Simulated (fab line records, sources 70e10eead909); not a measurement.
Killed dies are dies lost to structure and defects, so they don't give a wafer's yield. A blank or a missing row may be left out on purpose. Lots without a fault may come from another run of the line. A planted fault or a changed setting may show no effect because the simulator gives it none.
Which tool did it? | flow nand_harc | 6 lots, 18 wafers sampled, at 5 steps of a route of 1302

WHAT THE GAUGES READ, wafer by wafer
NHARC_END_SORT_01.
lot | measured | on | killed_at_array

WHICH TOOL RAN EACH LOT (tool, then ch and the chambers of the sampled wafers, then the start)
lot  | NHARC_A_STAIRCASE_CMP_450     | NHARC_A_STAIRCASE_CMP_152     | NHARC_A_STAIRCASE_CMP_472     | NHARC_A_SGD_CUT_ETCH_59
L892 | cmp-02 ch 1,2,3, day 19 21:23 | cmp-02 ch 1,2,3, day 19 21:27 | cmp-02 ch 0,2,3, day 19 22:54 | rie_diel-11 ch 1,2,3, day 20 00:16
L891 | cmp-04 ch 0,1,2, day 19 21:41 | cmp-04 ch 0,1,2, day 19 21:46 | cmp-02 ch 0,2,3, day 19 23:08 | rie_diel-11 ch 0,1,2, day 20 00:44
L898 | cmp-04 ch 0,2,3, day 23 01:04 | cmp-04 ch 0,2,3, day 23 01:08 | cmp-03 ch 0,1,3, day 23 05:28 | rie_diel-08 ch 1,2,3, day 23 06:52
L906 | cmp-02 ch 1,2,3, day 25 17:24 | cmp-02 ch 1,2,3, day 25 17:28 | cmp-03 ch 2,3, day 25 18:54   | rie_diel-09 ch 0,1,3, day 25 20:18
L909 | cmp-04 ch 0,1,3, day 26 15:26 | cmp-04 ch 0,1,3, day 26 15:30 | cmp-02 ch 0,2,3, day 26 16:55 | rie_diel-08 ch 1,2, day 26 18:31
L913 | cmp-04 ch 0,1,2, day 28 00:53 | cmp-04 ch 0,1,2, day 28 00:57 | cmp-03 ch 2,3, day 28 02:18   | rie_diel-11 ch 0,2,3, day 28 03:56
- NHARC_A_STAIRCASE_CMP_450: polishes SiO2, target thk 200 nm.
- NHARC_A_STAIRCASE_CMP_152: polishes.
- NHARC_A_STAIRCASE_CMP_472: polishes SiO2.
- NHARC_A_SGD_CUT_ETCH_59: etches the open film in N2/H2, target depth 260 nm, time 406.25 s.

THE ANSWER, worked out from the rows above alone
Rule: what is usual is taken from the lots themselves. Put in order of their means at a reading, lots are off if they are a third of the lots or fewer, leave a main group of 4 or more, and stand apart from it by a gap of 3 or more times the standard deviation of the main group's means; of several such gaps the widest counts. A main group whose means are all the same, to the digits that the tables above print for the reading, isn't used. A lot without any number at a reading at which 4 lots or more have one is off too. The other lots that the step has rows for count as sound.
No lot is off at any reading shown: from this, nothing can be told.

WHAT THE SIMULATOR HAD PUT IN
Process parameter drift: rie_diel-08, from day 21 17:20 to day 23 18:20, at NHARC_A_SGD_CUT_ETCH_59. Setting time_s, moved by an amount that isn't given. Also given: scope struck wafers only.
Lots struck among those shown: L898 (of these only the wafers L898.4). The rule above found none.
